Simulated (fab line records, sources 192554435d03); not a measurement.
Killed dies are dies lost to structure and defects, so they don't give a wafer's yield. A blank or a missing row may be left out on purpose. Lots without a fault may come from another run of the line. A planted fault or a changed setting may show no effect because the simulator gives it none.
A struck lot beside a sound one | flow n5_finfet | 19 steps out of a route of 1938
Sound: wafers L372.3, L372.4, L372.6. Struck: wafers L381.4, L381.5. (L381.6 of the same lot was not struck and is left out.) The cause comes at the end.
At each step with rows: each side's tool, then ch and its chambers, then its first start. Under that, the readings that differ: sound wafers | struck wafers | difference of the means | sigmas: that difference in standard deviations of wafers without a fault.
alike: readings whose means differ by less than 2 such deviations, and words and numbers that are the same on both sides. not compared: withheld readings, readings that some wafer has no value for, bounds like >300 that may hide the same value, and numbers for which the record gives no deviation and whose values overlap.
The two part at a step that has a row with sigmas, a row that says differs or no value, or rows on one side only. Numbers that don't overlap but have no deviation are shown without sigmas and don't part them. A reading that every wafer of one side lacks parts them only if that side has two wafers or more.

first, 7 steps without rows for these wafers: N5_BEOL_M7_COAT_60 (time 60 s, resist thk 35 nm); N5_BEOL_M7_COAT_05 (resist thk 90 nm); N5_BEOL_M7_EBR_07; N5_BEOL_M7_SOFTBAKE_06 (time 60 s); N5_BEOL_M7_EXPOSE_08 (exposes mask M7); N5_BEOL_M7_PEB_09 (peb time 60 s); N5_BEOL_M7_DEVELOP_10 (develop time 30 s).
N5_BEOL_M7_CD_MEAS_11: target cd 38.5 nm.
  sound on cd_sem-02 ch 0, day 9 09:25; struck on cd_sem-02 ch 0, day 12 11:18
  alike: cd_nm
N5_BEOL_M7_OVL_MEAS_12:
  sound on overlay-02 ch 0, day 9 09:26; struck on overlay-02 ch 0, day 12 11:20
  alike: M7_OVL
N5_BEOL_M7_INSPECT_13: inspects for defects (brightfield).
  sound on defect_inspect-02, day 9 09:28; struck on defect_inspect-02, day 12 11:21
  alike: raw_defect_count
N5_BEOL_M7_DESCUM_16: chemistry O2, time 7.9 s.
  sound on rie_diel-04 ch 2,3, day 9 09:40; struck on rie_diel-05 ch 1,3, day 12 11:29
  reading               | sound             | struck      | difference | sigmas
  oes_product_au (a.u.) | 0.91 0.96 0.90    | 0.70 0.76   | -0.19      | -3
  rf_vpp_V (V)          | 244.3 246.8 245.5 | 242.7 241.5 | -3.4       | -2
  alike: drypump_motor_current_A, showerhead_plenum_p_Torr, temp_c, throttle_valve_pct
  not compared: rf_hours_counter_h
N5_BEOL_M7_ETCH_61: etches SiARC in CF4, target depth 45.5 nm, time 75.8 s.
  sound on rie_diel-04 ch 2,3, day 9 09:41; struck on rie_diel-05 ch 1,3, day 12 11:31
  reading                         | sound             | struck      | difference | sigmas
  oes_product_au (a.u.)           | 0.77 0.83 0.77    | 0.59 0.65   | -0.17      | -3
  showerhead_plenum_p_Torr (Torr) | 2.28 2.28 2.28    | 2.19 2.08   | -0.15      | -2
  throttle_valve_pct (%)          | 15.28 15.33 15.29 | 15.77 15.76 | +0.47      | +3
  alike: drypump_motor_current_A, etch_rf_on_time_s, rf_vpp_V
  not compared: rf_hours_counter_h
N5_BEOL_M7_ETCH_62: etches SOC in N2/H2, target depth 110 nm, overetch 22 nm, time 165 s.
  sound on rie_diel-04 ch 2,3, day 9 09:45; struck on rie_diel-05 ch 1,3, day 12 11:35
  reading                                    | sound             | struck      | difference | sigmas
  oes_product_au (a.u.)                      | 0.76 0.79 0.75    | 0.59 0.65   | -0.15      | -3
  throttle_valve_pct (%)                     | 17.34 17.48 17.34 | 17.95 17.87 | +0.52      | +3
  model.SiARC_of_BEOL_M7_COAT_60.thk_nm (nm) | 28 28 28.2        | 25.4 25     | -2.9       |
  model.BEOL_M7.cd_offset_nm (nm)            | -0.2 -1 0.2       | 1.4 2       | +2.0       |
  alike: drypump_motor_current_A, rf_vpp_V, showerhead_plenum_p_Torr, temp_c
  not compared: rf_hours_counter_h
then, 1 step without rows for these wafers: N5_BEOL_M7_STRIP_68 (strips in N2/H2).
N5_BEOL_M7_STRIP_67: strips in CF4.
  sound on rie_diel-04 ch 2,3, day 9 09:53; struck on rie_diel-05 ch 1,3, day 12 11:43
  reading                | sound             | struck      | difference | sigmas
  oes_product_au (a.u.)  | 0.88 0.94 0.89    | 0.70 0.76   | -0.17      | -3
  throttle_valve_pct (%) | 13.26 13.27 13.26 | 13.84 13.74 | +0.53      | +3
  alike: drypump_motor_current_A, rf_vpp_V, showerhead_plenum_p_Torr
  not compared: rf_hours_counter_h
N5_BEOL_M7_HM_OPEN_17: chemistry Cl2/BCl3, target TiN, target depth 20 nm, overetch 6 nm.
  sound on rie_metal-02 ch 0, day 9 10:00; struck on rie_metal-03 ch 0,1, day 12 11:47
  reading                         | sound          | struck    | difference | sigmas
  oes_product_au (a.u.)           | 0.78 0.79 0.78 | 0.55 0.55 | -0.23      | -2
  throttle_valve_pct (%)          | 21.5 21.4 21.4 | 22.1 22.2 | +0.7       | +2
  model.BEOL_M7.cd_offset_nm (nm) | -0.2 -1 0.2    | 1.4 2.2   | +2.1       |
  alike: drypump_motor_current_A, he_backside_leak_sccm
  not compared: rf_hours_counter_h
N5_BEOL_M7_STRIP_19: strips in O2.
  sound on rie_diel-04 ch 0,2,3, day 9 10:10; struck on rie_diel-05 ch 0,2, day 12 11:59
  alike: drypump_motor_current_A, oes_product_au, rf_vpp_V, showerhead_plenum_p_Torr, temp_c, throttle_valve_pct
  not compared: rf_hours_counter_h
N5_BEOL_M7_CD_MEAS_18: pitch 80 nm, target cd 40 nm.
  sound on cd_sem-02, day 9 10:14; struck on cd_sem-03, day 12 12:04
  reading    | sound          | struck    | difference | sigmas
  cd_nm (nm) | 39.9 38.9 40.1 | 41.5 42.5 | +2.4       | +4
then, 1 step without rows for these wafers: N5_BEOL_M7_COAT_63 (time 60 s, resist thk 60 nm).

WHERE THEY PART
First at N5_BEOL_M7_DESCUM_16; last, within this record, at N5_BEOL_M7_CD_MEAS_18.

WHY: what the simulator had put in
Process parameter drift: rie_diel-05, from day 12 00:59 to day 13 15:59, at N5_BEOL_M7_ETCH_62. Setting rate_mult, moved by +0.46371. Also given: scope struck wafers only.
